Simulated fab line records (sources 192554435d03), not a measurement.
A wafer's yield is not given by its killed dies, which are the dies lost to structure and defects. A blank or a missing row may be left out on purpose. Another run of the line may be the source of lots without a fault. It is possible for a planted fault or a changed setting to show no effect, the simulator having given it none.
The tool behind it: which one?	flow n5_finfet	24 lots with 72 wafers sampled at 6 steps, on a route of 1938 steps

WHAT EACH GAUGE READ, for each wafer
N5_FIN_CUT_OVL_MEAS_09.
lot	measured	on	FIN_CUT_OVL (nm)
L074	day 2 01:50	overlay-01	0.0 -0.5 -0.1
L075	day 2 07:53	overlay-02	-0.4 -0.6 0.4
L076	day 2 14:13	overlay-01	-1.7 -0.6 -0.5
L077	day 2 20:14	overlay-01	-0.7 -0.8 0.4
L078	day 3 03:14	overlay-02	-0.6 0.0 -1.3
L079	day 3 08:50	overlay-01	0.5 0.9 0.6
L080	day 3 16:04	overlay-01	0.4 -0.4 -0.2
L081	day 3 21:11	overlay-02	1.2 0.2 1.6
L082	day 4 01:53	overlay-02	0.0 0.1 0.8
L083	day 4 10:02	overlay-02	-0.3 -0.2 -0.5
L084	day 4 15:05	overlay-01	-0.3 0.8 -1.0
L085	day 4 22:58	overlay-01	0.1 -0.2 -0.4
L086	day 5 04:40	overlay-02	0.0 -0.4 -0.8
L087	day 5 08:39	overlay-01	0.2 0.1 0.0
L088	day 5 15:57	overlay-02	0.3 -0.5 0.1
L089	day 5 21:17	overlay-02	-1.2 -0.2 0.0
L090	day 6 03:21	overlay-01	-0.6 0.7 -0.4
L091	day 6 09:47	overlay-02	1.0 -0.5 -0.6
L092	day 6 14:01	overlay-01	-0.2 -0.2 0.3
L093	day 6 19:39	overlay-01	-0.4 -0.3 0.7
L094	day 7 02:07	overlay-01	-0.5 -1.4 -0.8
L095	day 7 08:40	overlay-02	1.3 0.1 0.0
L096	day 7 15:01	overlay-02	0.9 1.1 0.3
L097	day 7 21:38	overlay-01	-1.5 -0.7 -0.6

N5_SD_EPI_N_INSPECT_26: inspects for defects (darkfield).
lot	measured	on	raw_defect_count
L074	day 3 03:45	defect_inspect-01	165 180 170
L075	day 3 09:22	defect_inspect-02	270 353 219
L076	day 3 16:46	defect_inspect-02	199 211 150
L077	day 3 21:21	defect_inspect-01	130 269 98
L078	day 4 06:05	defect_inspect-01	145 137 137
L079	day 4 09:43	defect_inspect-01	209 198 172
L080	day 4 17:43	defect_inspect-01	194 154 214
L081	day 5 00:01	defect_inspect-01	175 248 139
L082	day 5 03:11	defect_inspect-02	255 235 186
L083	day 5 12:08	defect_inspect-01	117 158 176
L084	day 5 17:55	defect_inspect-02	229 235 223
L085	day 6 03:17	defect_inspect-02	192 199 140
L086	day 6 05:41	defect_inspect-02	152 193 149
L087	day 6 11:36	defect_inspect-02	156 208 181
L088	day 6 18:33	defect_inspect-01	128 161 140
L089	day 7 00:55	defect_inspect-02	213 208 243
L090	day 7 10:10	defect_inspect-02	179 161 165
L091	day 7 17:57	defect_inspect-01	212 186 182
L092	day 7 17:23	defect_inspect-01	208 159 166
L093	day 8 02:23	defect_inspect-02	268 326 350
L094	day 8 05:19	defect_inspect-02	172 205 272
L095	day 8 11:37	defect_inspect-02	297 327 278
L096	day 8 17:16	defect_inspect-02	289 280 203
L097	day 9 01:41	defect_inspect-01	132 176 151

WHICH TOOL RAN EACH LOT (tool, then ch and the chambers of the sampled wafers, then the start)
lot	N5_FIN_SAQP_SPACER2_ALD_28	N5_STI_FIN_REVEAL_ETCH_34	N5_DUMMY_GATE_ETCH_23	N5_SPACER0_ALD_08
L074	ald_sin-01 ch 0,1,3, day 2 00:24	rie_si-06 ch 0,1,2, day 2 10:56	rie_si-02 ch 0,1,3, day 2 21:16	ald_sin-03 ch 1,2,3, day 2 22:14
L075	ald_sin-01 ch 1,2, day 2 06:16	rie_si-06 ch 0,3, day 2 17:11	rie_si-05 ch 0,1,2, day 3 03:22	ald_sin-03 ch 0,3, day 3 04:23
L076	ald_sin-03 ch 0,1,2, day 2 12:47	rie_si-06 ch 1,2,3, day 3 00:32	rie_si-05 ch 1,2,3, day 3 11:07	ald_sin-02 ch 0,1,2, day 3 12:06
L077	ald_sin-03 ch 0,1, day 2 18:40	rie_si-06 ch 0,2,3, day 3 05:35	rie_si-04 ch 0,1,2, day 3 15:58	ald_sin-03 ch 1,2, day 3 16:52
L078	ald_sin-01 ch 2,3, day 3 01:38	rie_si-06 ch 0,1, day 3 13:14	rie_si-05 ch 0,2,3, day 3 23:53	ald_sin-02 ch 1,2, day 4 01:09
L079	ald_sin-01 ch 0,1,2, day 3 07:14	rie_si-01 ch 0,1,3, day 3 18:10	rie_si-05 ch 1,2,3, day 4 04:13	ald_sin-02 ch 0,1,2, day 4 05:06
L080	ald_sin-01 ch 0,2,3, day 3 14:30	rie_si-01 ch 0,2,3, day 4 01:06	rie_si-05 ch 0,2, day 4 11:22	ald_sin-04 ch 0,2, day 4 12:30
L081	ald_sin-01 ch 1,2,3, day 3 19:37	rie_si-06 ch 1,3, day 4 06:24	rie_si-04 ch 1,2,3, day 4 16:37	ald_sin-02 ch 0,2,3, day 4 18:11
L082	ald_sin-02 ch 1,3, day 4 00:26	rie_si-03 ch 0,3, day 4 11:18	rie_si-04 ch 0,1,3, day 4 21:49	ald_sin-03 ch 0,1,2, day 4 22:44
L083	ald_sin-02 ch 1,2,3, day 4 08:24	rie_si-01 ch 1,2, day 4 19:49	rie_si-05 ch 2,3, day 5 06:37	ald_sin-02 ch 0,3, day 5 07:31
L084	ald_sin-03 ch 2,3, day 4 13:30	rie_si-01 ch 0,1,2, day 5 00:31	rie_si-02 ch 1,2, day 5 11:15	ald_sin-04 ch 0,3, day 5 12:16
L085	ald_sin-02 ch 2,3, day 4 21:31	rie_si-01 ch 2,3, day 5 09:56	rie_si-04 ch 0,1,3, day 5 20:32	ald_sin-03 ch 0,1, day 5 21:26
L086	ald_sin-03 ch 0,1,3, day 5 03:06	rie_si-01 ch 1,3, day 5 14:10	rie_si-02 ch 0,1,2, day 6 00:10	ald_sin-04 ch 0,1,3, day 6 01:04
L087	ald_sin-03 ch 2,3, day 5 06:59	rie_si-03 ch 1,2, day 5 19:14	rie_si-04 ch 0,1,3, day 6 05:15	ald_sin-02 ch 0,3, day 6 06:14
L088	ald_sin-01 ch 0,3, day 5 14:22	rie_si-01 ch 0,1,2, day 6 01:56	rie_si-02 ch 0,2, day 6 12:13	ald_sin-04 ch 1,2,3, day 6 13:12
L089	ald_sin-03 ch 1,2,3, day 5 19:51	rie_si-06 ch 0,2,3, day 6 06:38	rie_si-05 ch 1,2,3, day 6 18:28	ald_sin-02 ch 0,1,2, day 6 19:22
L090	ald_sin-01 ch 0,1,3, day 6 01:23	rie_si-01 ch 0,1,3, day 6 12:25	rie_si-04 ch 0,1,3, day 7 02:51	ald_sin-03 ch 0,1,3, day 7 03:46
L091	ald_sin-01 ch 1,2,3, day 6 08:19	rie_si-06 ch 0,3, day 6 19:30	rie_si-02 ch 0,1,2, day 7 10:09	ald_sin-02 ch 1,2,3, day 7 11:28
L092	ald_sin-01 ch 0,1,3, day 6 12:35	rie_si-06 ch 0,1,2, day 6 23:05	rie_si-04 ch 1,2,3, day 7 10:40	ald_sin-03 ch 0,1,2, day 7 12:03
L093	ald_sin-02 ch 0,2, day 6 18:04	rie_si-06 ch 2,3, day 7 05:35	rie_si-04 ch 0,2, day 7 21:00	ald_sin-04 ch 0,1,3, day 7 21:54
L094	ald_sin-02 ch 0,1, day 7 00:40	rie_si-03 ch 0,1,2, day 7 11:35	rie_si-04 ch 0,1,3, day 7 23:47	ald_sin-03 ch 0,1,3, day 8 00:43
L095	ald_sin-01 ch 0,1,2, day 7 07:11	rie_si-01 ch 1,2,3, day 7 18:53	rie_si-04 ch 0,1,2, day 8 05:19	ald_sin-03 ch 0,2,3, day 8 06:54
L096	ald_sin-03 ch 1,3, day 7 13:14	rie_si-01 ch 1,2,3, day 8 00:11	rie_si-02 ch 0,1, day 8 10:14	ald_sin-03 ch 2,3, day 8 12:09
L097	ald_sin-02 ch 0,2,3, day 7 20:05	rie_si-01 ch 0,2, day 8 06:40	rie_si-02 ch 1,2,3, day 8 19:04	ald_sin-03 ch 0,1,3, day 8 21:11
- N5_FIN_SAQP_SPACER2_ALD_28: deposits SiO2, target thk 8.1 nm, pulse time 1 s, purge time 2 s.
- N5_STI_FIN_REVEAL_ETCH_34: etches Si in H2, material Si, target depth 0.97 nm.
- N5_DUMMY_GATE_ETCH_23: etches poly-Si in HBr/Cl2/O2, target depth 41 nm, time 22.3 s.
- N5_SPACER0_ALD_08: deposits SiNx, target thk 2 nm.

AS READ BY THE TOOLS THEMSELVES (means over the sampled wafers that have a number; for cases with no such wafer, the mark the record gives instead)
N5_FIN_SAQP_SPACER2_ALD_28.
lot	tool	heater_power_w (W)	precursor_pulse_height_rel
L074	ald_sin-01	506	1.010
L075	ald_sin-01	568	1.003
L076	ald_sin-03	471	0.981
L077	ald_sin-03	452	1.001
L078	ald_sin-01	539	0.986
L079	ald_sin-01	533	0.977
L080	ald_sin-01	518	1.031
L081	ald_sin-01	557	1.008
L082	ald_sin-02	502	1.005
L083	ald_sin-02	457	0.994
L084	ald_sin-03	475	0.985
L085	ald_sin-02	507	1.001
L086	ald_sin-03	469	0.986
L087	ald_sin-03	496	1.025
L088	ald_sin-01	449	0.997
L089	ald_sin-03	467	1.002
L090	ald_sin-01	495	1.010
L091	ald_sin-01	559	1.032
L092	ald_sin-01	484	0.989
L093	ald_sin-02	436	0.999
L094	ald_sin-02	454	1.018
L095	ald_sin-01	517	1.017
L096	ald_sin-03	461	1.000
L097	ald_sin-02	472	1.007

N5_STI_FIN_REVEAL_ETCH_34.
lot	tool	drypump_motor_current_A (A)	oes_product_au (a.u.)	throttle_valve_pct (%)
L074	rie_si-06	5.9	0.999	25.90
L075	rie_si-06	5.5	0.991	25.98
L076	rie_si-06	5.8	0.988	25.79
L077	rie_si-06	5.9	1.002	25.98
L078	rie_si-06	5.5	1.002	26.00
L079	rie_si-01	5.3	1.014	25.51
L080	rie_si-01	5.6	1.003	25.57
L081	rie_si-06	5.3	0.986	25.68
L082	rie_si-03	5.8	0.994	25.58
L083	rie_si-01	6.0	1.028	25.68
L084	rie_si-01	5.8	1.014	25.56
L085	rie_si-01	6.0	1.020	25.75
L086	rie_si-01	5.3	1.006	25.64
L087	rie_si-03	6.1	0.992	25.79
L088	rie_si-01	5.8	1.015	25.55
L089	rie_si-06	5.9	1.000	25.99
L090	rie_si-01	5.3	1.002	25.50
L091	rie_si-06	5.6	0.994	26.08
L092	rie_si-06	5.8	0.998	25.89
L093	rie_si-06	5.8	0.994	25.86
L094	rie_si-03	6.0	0.990	25.66
L095	rie_si-01	5.8	1.025	25.67
L096	rie_si-01	5.7	1.027	25.68
L097	rie_si-01	6.1	1.020	25.63

N5_DUMMY_GATE_ETCH_23.
lot	tool	drypump_motor_current_A (A)	oes_product_au (a.u.)	throttle_valve_pct (%)
L074	rie_si-02	5.8	0.981	36.95
L075	rie_si-05	5.6	1.004	36.80
L076	rie_si-05	5.6	0.995	36.77
L077	rie_si-04	6.0	1.000	37.20
L078	rie_si-05	5.7	0.978	36.82
L079	rie_si-05	5.6	0.994	36.77
L080	rie_si-05	5.6	0.995	36.86
L081	rie_si-04	5.9	1.010	37.04
L082	rie_si-04	5.8	0.999	37.28
L083	rie_si-05	5.7	0.987	36.78
L084	rie_si-02	6.1	0.977	37.05
L085	rie_si-04	5.8	0.996	37.27
L086	rie_si-02	5.7	0.978	37.15
L087	rie_si-04	5.8	0.997	37.28
L088	rie_si-02	5.3	0.979	37.22
L089	rie_si-05	5.5	0.997	36.77
L090	rie_si-04	5.8	0.998	37.28
L091	rie_si-02	5.7	0.981	37.15
L092	rie_si-04	5.9	1.007	37.04
L093	rie_si-04	6.0	0.999	37.21
L094	rie_si-04	5.8	1.000	37.28
L095	rie_si-04	6.0	0.994	37.19
L096	rie_si-02	5.8	0.979	36.94
L097	rie_si-02	6.2	0.994	37.09

N5_SPACER0_ALD_08.
lot	tool	heater_power_w (W)
L074	ald_sin-03	834
L075	ald_sin-03	888
L076	ald_sin-02	784
L077	ald_sin-03	846
L078	ald_sin-02	739
L079	ald_sin-02	777
L080	ald_sin-04	877
L081	ald_sin-02	858
L082	ald_sin-03	846
L083	ald_sin-02	935
L084	ald_sin-04	885
L085	ald_sin-03	865
L086	ald_sin-04	834
L087	ald_sin-02	931
L088	ald_sin-04	902
L089	ald_sin-02	777
L090	ald_sin-03	838
L091	ald_sin-02	813
L092	ald_sin-03	850
L093	ald_sin-04	846
L094	ald_sin-03	825
L095	ald_sin-03	876
L096	ald_sin-03	873
L097	ald_sin-03	844

THE ANSWER, worked out from the rows above alone
Rule: the lots themselves supply what counts as usual. The widest of any qualifying gaps counts: lots, ordered by their means at a reading, are off when they make up no more than a third of the lots, leave a main group of 4 or more, and stand apart from it by 3 or more times the standard deviation of that group's means. Not used: any main group whose means are identical at the precision the tables above print for the reading. Also off: a lot with no number at a reading for which 4 or more lots have one. Where the step has rows for the other lots, those lots are counted as sound. After the gauges, taken in route order, come the tools' own readings; for these a lot's mean is taken, as printed above. At the first step where some lot is off, the reading lying furthest off is the one used; lots without a number count as furthest.
Across all readings shown, no lot is off: no conclusion can be drawn from this.

WHAT THE SIMULATOR HAD PUT IN
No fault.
